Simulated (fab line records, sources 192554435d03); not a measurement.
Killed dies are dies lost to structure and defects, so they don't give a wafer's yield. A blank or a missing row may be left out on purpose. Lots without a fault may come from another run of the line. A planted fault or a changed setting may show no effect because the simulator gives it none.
fab line records | flow n5_finfet
record lots=10 wafers=30 last_day=17
route steps=1938 shown MIM_BOT_ETCH@1869 TV_LITHO@1883 PASSIVATION@1911
lots that met no fault: from a run of the same line without faults
start_h: hours from the record's first day to the start of the lot's first wafer shown | wait_h: hours since the lot's step before | " the same as in the row above | L1.1+2: a row that stands for several wafers | - no value, or no start given | * or withheld: withheld | < > ~ a bound
route shown NAME@n: a module of which the file shows steps, and the number in the route of the first | usual: mean/standard deviation of fault-free wafers | same: alike in all rows | chamber/n: place in a boat | sites: the reading at each site | _std_site: their standard deviation | _edge_site: outer sites' mean less inner sites' | radius_mm: how far each site lies from the wafer's centre | mask NAME#n: copy n | behind: the tool/chamber that last shaped the wafer | hold: why the lot was held/for how many hours/how that ended | device: the transistor (n, p or np) that didn't switch | end of line: the same wafers' tests at the end of the route | a step without rows: its recipe alone | killed: dies lost to structure and defects at the first sort, not the wafer's yield | map: a wafer's dies, x killed, . not, _ none there
set.NAME: the setting as run; set.NAME@STEP: as run at that earlier step | model.NAME: the simulator's own value behind a step, which no gauge read
steps of the route over a sample of lots; a table a step, a row a wafer
services: from which hour (start_h, from the record's first day; less than 0 if before it) a tool's chamber was out of use, for how many hours, and why
## steps
# step N5_MIM_BOT_ETCH_STRIP_01
# recipe chemistry=O2 power_w=600 temp_c=60 pressure_mtorr=30 rf_frequency_hz=6e+07 bias_power_w=0 overash_fraction=0.5 o2_flow_sccm=225
# usual chamber_pressure_mTorr=30.00/0.078 drypump_motor_current_A=5.5/0.46 oes_product_au=0.80/0.084 rf_vpp_V=3.8/1.3 showerhead_plenum_p_Torr=2.10/0.073 temp_c=59.99/0.11 throttle_valve_pct=16.71/0.22
# same bias_power_w=0
# columns lot.wafer tool chamber start_h wait_h chamber_pressure_mTorr drypump_motor_current_A oes_product_au rf_hours_counter_h rf_vpp_V showerhead_plenum_p_Torr temp_c throttle_valve_pct
L672.1 rie_diel-01 1 264.71 0.1 30.09 5.8 0.89 35 5.7 2.05 59.93 16.53
L672.3 " 0 " " 29.92 5.7 0.70 240 4.6 2.06 59.94 17.02
L672.5 " 1 " " 29.92 5.7 0.88 - 3.9 2.05 59.88 16.47
L676.1 rie_diel-01 0 272.81 0.2 30.02 5.7 0.70 242 4.3 2.06 60.10 17.02
L676.2 " 2 " " 30.04 5.1 0.75 144 5.1 2.19 60.14 16.95
L676.5 " 1 " " 30.15 5.7 0.88 - 1.8 2.05 60.00 16.47
L674.2 rie_diel-01 2 275.22 0.1 29.96 5.1 0.75 145 5.4 2.19 59.94 16.96
L674.5 " 1 " " 30.20 5.7 0.87 - 3.0 2.05 59.87 16.48
L674.6 " 0 " " 29.99 5.6 0.71 - 4.4 2.06 60.09 16.96
L677.2 rie_diel-06 3 299.82 0.2 30.00 4.9 0.77 121 1.4 2.03 60.21 16.45
L677.3 " 1 " " 29.95 5.4 0.76 143 2.2 2.12 59.86 16.82
L677.4 " 2 " " 29.97 5.2 0.77 156 3.9 2.02 60.03 16.91
L683.2 rie_diel-03 2 323.96 0.4 30.00 5.8 0.97 2 2.0 2.24 60.08 16.46
L683.4 " 2 " " 30.02 5.8 0.97 - 4.7 2.24 60.03 16.45
L683.6 " 1 " " 30.12 4.8 0.74 - 2.8 2.02 60.22 16.43
L685.1 rie_diel-03 0 344.92 0.1 29.97 6.3 0.92 18 3.3 2.15 59.91 16.65
L685.2 " 1 " " 30.12 4.8 0.73 157 4.6 2.01 60.04 16.46
L685.4 " 3 " " 30.20 5.8 0.85 78 4.0 2.13 60.06 16.76
L684.1 rie_diel-03 3 345.60 0.2 29.92 5.8 0.84 78 3.8 2.13 59.75 16.78
L684.3 " 0 " " 30.03 6.2 0.93 18 3.1 2.15 60.05 16.63
L684.5 " 3 " " 29.94 5.8 0.84 - 4.9 2.13 59.76 16.79
L690.4 rie_diel-06 3 361.34 0.1 30.04 4.9 0.75 - 6.0 2.02 59.86 16.51
L690.5 " 2 " " 30.02 5.2 0.76 - 3.0 2.01 59.96 16.96
L690.6 " 1 " " 29.95 5.4 0.74 - 3.5 2.11 59.92 16.86
L691.2 rie_diel-06 1 376.54 0.1 29.97 5.3 0.71 175 2.9 2.11 59.86 16.88
L691.3 " 0 " " 30.04 5.0 1.01 2 3.5 2.14 59.88 16.51
L691.4 " 3 " " 29.96 4.9 0.77 153 6.9 2.02 59.99 16.53
L694.1 rie_diel-06 0 394.14 0.2 29.90 5.1 1.00 9 1.9 2.13 60.07 16.55
L694.3 " 2 " " 29.99 5.2 0.74 189 5.0 2.01 60.12 16.98
L694.5 " 0 " " 29.84 5.1 0.99 - 3.3 2.13 60.05 16.57
# step N5_PASSIVATION_CD_MEAS_10
# recipe target_cd_nm=3000 landing_energy_ev=500 detector=se_inlens
# usual cd_nm=3000.2/2.1
# columns lot.wafer tool chamber start_h wait_h cd_nm
L672.1 cd_sem-02 0 265.68 - 2998.6
L672.3 " 0 " " 3000.0
L672.5 " 0 " " 2998.7
L674.2 cd_sem-02 0 276.88 - 2999.5
L674.5 " 0 " " 3000.7
L674.6 " 0 " " 3002.6
L676.1 cd_sem-02 0 277.04 - 3001.1
L676.2 " 0 " " 3002.0
L676.5 " 0 " " 3001.7
L677.2 cd_sem-03 0 300.83 - 2997.2
L677.3 " 0 " " 2998.7
L677.4 " 0 " " 3001.4
L683.2 cd_sem-03 0 325.25 - 3000.9
L683.4 " 0 " " 2998.4
L683.6 " 0 " " 2998.8
L685.1 cd_sem-03 0 345.94 - 3002.7
L685.2 " 0 " " 3003.4
L685.4 " 0 " " 3001.6
L684.1 cd_sem-01 0 347.94 - 2998.9
L684.3 " 0 " " 2999.6
L684.5 " 0 " " 2999.3
L690.4 cd_sem-01 0 362.32 - 3001.1
L690.5 " 0 " " 3004.3
L690.6 " 0 " " 3003.6
L691.2 cd_sem-02 0 379.89 - 2996.5
L691.3 " 0 " " 2999.2
L691.4 " 0 " " 2999.2
L694.1 cd_sem-01 0 395.79 - 3000.0
L694.3 " 0 " " 3003.4
L694.5 " 0 " " 2998.8
# step N5_PASSIVATION_STRIP_34
# recipe chemistry=O2 power_w=600 temp_c=60 pressure_mtorr=30 rf_frequency_hz=6e+07 bias_power_w=0 overash_fraction=2 o2_flow_sccm=225
# usual chamber_pressure_mTorr=29.99/0.089 drypump_motor_current_A=5.5/0.5 oes_product_au=0.79/0.085 rf_vpp_V=3.6/1.5 showerhead_plenum_p_Torr=2.09/0.072 temp_c=59.98/0.11 throttle_valve_pct=16.70/0.22
# same bias_power_w=0
# columns lot.wafer tool chamber start_h wait_h chamber_pressure_mTorr drypump_motor_current_A oes_product_au rf_hours_counter_h rf_vpp_V showerhead_plenum_p_Torr temp_c throttle_valve_pct
L672.1 rie_diel-03 0 269.18 0.2 29.87 6.2 0.68 249 5.0 2.16 59.81 16.98
L672.3 " 2 " " 30.11 5.8 0.67 244 7.5 1.98 60.22 16.94
L672.5 " 0 " " 30.00 6.3 0.67 - 6.1 2.16 59.97 17.02
L674.2 rie_diel-06 2 280.53 0.1 29.97 5.2 0.76 149 3.9 2.02 60.00 16.88
L674.5 " 1 " " 29.97 5.4 0.77 - 4.6 2.12 59.86 16.80
L674.6 " 0 " " 30.08 5.1 0.69 - 2.5 2.15 60.07 16.91
L676.1 rie_diel-03 1 285.06 0.2 30.03 4.8 0.77 134 4.1 2.02 60.07 16.42
L676.2 " 2 " " 30.13 5.8 0.69 251 3.6 1.98 60.11 16.92
L676.5 " 1 " " 29.92 4.8 0.77 - 3.1 2.02 60.02 16.38
L677.2 rie_diel-03 0 303.27 0.3 30.13 6.3 0.99 3 2.2 2.16 60.04 16.60
L677.3 " 1 " " 30.04 4.8 0.76 143 5.2 2.02 60.02 16.35
L677.4 " 0 " " 30.23 6.3 0.99 - 4.3 2.16 59.93 16.60
L683.2 rie_diel-01 2 327.61 0.1 30.09 5.1 0.75 163 1.7 2.18 60.10 17.03
L683.4 " 1 " " 29.92 5.7 0.84 57 3.8 2.04 59.87 16.52
L683.6 " 1 " " 29.99 5.8 0.85 - 3.3 2.05 59.78 16.49
L685.1 rie_diel-03 2 348.73 0.1 30.00 5.8 0.92 11 2.4 2.24 59.99 16.47
L685.2 " 0 " " 30.00 6.3 0.90 19 2.9 2.15 59.97 16.60
L685.4 " 1 " " 30.02 4.8 0.75 157 3.1 2.01 59.97 16.48
L684.1 rie_diel-01 2 351.21 0.1 30.01 5.1 0.73 172 4.9 2.18 59.86 17.06
L684.3 " 1 " " 30.00 5.7 0.84 66 2.3 2.04 59.81 16.54
L684.5 " 1 " " 30.03 5.7 0.83 - 5.6 2.04 59.94 16.55
L690.4 rie_diel-06 1 365.49 0.1 30.15 5.4 0.75 - 0.5 2.11 60.07 16.99
L690.5 " 2 " " 30.03 5.2 0.74 - 2.4 2.01 59.96 17.00
L690.6 " 3 " " 30.17 4.9 0.74 - 3.9 2.02 59.88 16.43
L691.2 rie_diel-06 1 382.57 0.1 29.98 5.3 0.73 177 2.1 2.11 60.18 16.83
L691.3 " 2 " " 29.89 5.2 0.75 185 2.7 2.01 59.96 16.92
L691.4 " 0 " " 29.94 5.0 0.99 4 4.3 2.14 60.00 16.55
L694.1 rie_diel-03 2 398.42 0.2 29.97 5.7 0.86 26 5.8 2.23 60.05 16.45
L694.3 " 1 " " 29.95 4.8 0.72 173 4.7 2.01 59.80 16.46
L694.5 " 3 " " 30.06 5.8 0.84 - 4.4 2.13 60.03 16.78
# step N5_PASSIVATION_STRIP_51
# recipe chemistry=post_etch_residue_remover time_s=1200 temp_c=72.5
# usual bath_guard_temp_C=72.5/0.64 bath_heat_duty_pct=14.9/1.5 temp_c=72.49/0.12 time_s=1200/0
# columns lot.wafer tool chamber start_h wait_h bath_guard_temp_C bath_heat_duty_pct temp_c time_s
L672.1 wet_bench-06 1 269.25 - 72.2 16.9 72.62 1200
L672.3 " 2 " " 73.4 11.7 72.63 1200
L672.5 " 4 " " 72.1 16.0 72.46 1200
L674.2 wet_bench-03 3 280.60 - 73.0 17.0 72.44 1200
L674.5 " 4 " " 72.0 13.8 72.43 1200
L674.6 " 5 " " 71.9 14.5 72.52 1200
L676.1 wet_bench-06 4 285.13 - 72.3 18.1 72.52 1200
L676.2 " 1 " " 71.6 17.5 72.47 1200
L676.5 " 0 " " 71.7 14.9 72.40 1200
L677.2 wet_bench-06 7 303.34 - 72.2 16.2 72.41 1200
L677.3 " 4 " " 72.3 17.0 72.51 1200
L677.4 " 6 " " 72.4 14.5 72.57 1200
L683.2 wet_bench-05 3 327.68 - 72.9 15.1 72.68 1200
L683.4 " 5 " " 71.8 15.9 72.57 1200
L683.6 " 4 " " 73.4 12.8 72.40 1200
L685.1 wet_bench-06 7 348.79 - - - - -
L685.2 " 0 " " - - - -
L685.4 " 6 " " - - - -
L684.1 wet_bench-03 7 351.28 - - - - -
L684.3 " 2 " " - - - -
L684.5 " 4 " " - - - -
L690.4 wet_bench-03 5 365.54 - 71.9 13.7 72.51 1200
L690.5 " 6 " " 73.2 14.3 72.43 1200
L690.6 " 3 " " 72.9 17.2 72.65 1200
L691.2 wet_bench-05 4 382.63 - 73.3 14.2 72.33 1200
L691.3 " 7 " " 72.8 15.2 72.37 1200
L691.4 " 0 " " 72.3 14.6 72.32 1200
L694.1 wet_bench-03 4 398.49 - 72.5 14.6 72.68 1200
L694.3 " 3 " " 73.0 15.4 72.34 1200
L694.5 " 2 " " 71.7 14.4 72.55 1200
# step N5_PASSIVATION_PROBE_49
# usual defect_limited_yield=91.3/1.5 killed_at_M0_to_M3=34/9.4 killed_at_M4_up=13/5.3 killed_at_contacts=13/5.7 killed_at_front_end=40/10 killed_at_other=3.7/2.8 killed_dies=103/17 killed_open=67/13 killed_short=35/8.5 sort_bin_5_function=5.0/0.98 sort_bin_6_memory=3.3/0.7 sort_n_pass=1077/17 sort_yield_pct=91.3/1.5
# same gross_dies=1180 killed_at_back_side=0 sort_bin_4_leakage[%]=0 sort_bin_8_speed[%]=0
# columns lot.wafer tool chamber start_h wait_h defect_limited_yield[%] killed_at_M0_to_M3 killed_at_M4_up killed_at_contacts killed_at_front_end killed_at_other killed_dies killed_open killed_short sort_bin_5_function[%] sort_bin_6_memory[%] sort_n_pass sort_yield_pct[%]
L683.4 prober-01 - 332.72 0.2 90.8 33 14 25 36 1 109 67 36 5.7 3.4 1071 90.8
L683.6 prober-01 - 332.82 0.3 90.7 40 17 22 28 3 110 76 26 5.7 3.1 1070 90.7
# killed by level:class
L683.4 MOL_CONTACT_COAG:geometric_particle:open=20 BEOL_M2:geometric_particle:open=9 BEOL_M0_SAQP:geometric_particle:short=8 STI_FIN_REVEAL:geometric_particle:open=7 FIN_SAQP:geometric_particle:short=5 MOL_CONTACT_COAG:geometric_particle:short=5 BEOL_M3:geometric_particle:open=5 FIN_SAQP:geometric_particle:open=4
L683.6 MOL_CONTACT_COAG:geometric_particle:open=18 BEOL_M3:geometric_particle:open=12 BEOL_M0_SAQP:geometric_particle:open=10 HKMG_FIN:area_etch=6 FIN_SAQP:geometric_particle:open=4 GATE_CUT:geometric_particle:open=4 MOL_CONTACT_COAG:geometric_particle:short=4 BEOL_M1:geometric_particle:open=4
## services
# columns tool chamber start_h hours kind
wet_bench-05 - 242.65 4.4 pm
rie_diel-06 1 254.91 6.7 repair
rie_diel-06 3 258.08 2.7 repair
rie_diel-03 0 272.04 - clean
rie_diel-03 0 272.04 - consumable_replace:focus_ring
rie_diel-03 0 272.04 22.2 scheduled_down
rie_diel-03 0 272.04 22.2 vent_cycle
rie_diel-03 2 294.28 - clean
rie_diel-03 2 294.28 - consumable_replace:focus_ring
rie_diel-03 2 294.28 - consumable_replace:showerhead
rie_diel-03 2 294.28 25.3 scheduled_down
rie_diel-03 2 294.28 25.3 vent_cycle
rie_diel-01 0 299.89 - clean
rie_diel-01 0 299.89 - consumable_replace:focus_ring
rie_diel-01 0 299.89 15.7 scheduled_down
rie_diel-01 0 299.89 15.7 vent_cycle
rie_diel-06 2 336.84 9.5 repair
rie_diel-06 0 353.07 - clean
rie_diel-06 0 353.07 - consumable_replace:focus_ring
rie_diel-06 0 353.07 16.3 scheduled_down
rie_diel-06 0 353.07 16.3 vent_cycle
rie_diel-01 - 354.60 0.3 repair
wet_bench-05 - 397.35 1.9 pm
## key
first_sign step=N5_PASSIVATION_STRIP_51 reading=tool_record direction=missing
effect none on later readings
met_at N5_PASSIVATION_STRIP_51
struck_lots L684,L685
not_acting_at N5_MIM_BOT_ETCH_STRIP_01,N5_PASSIVATION_CD_MEAS_10,N5_PASSIVATION_STRIP_34
onset_between 303.34 348.79
fault kind=skipped_step_whole tool=wet_bench-03,wet_bench-06 chamber=- onset_h=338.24 steps=N5_PASSIVATION_STRIP_51 scope=struck_lots_only
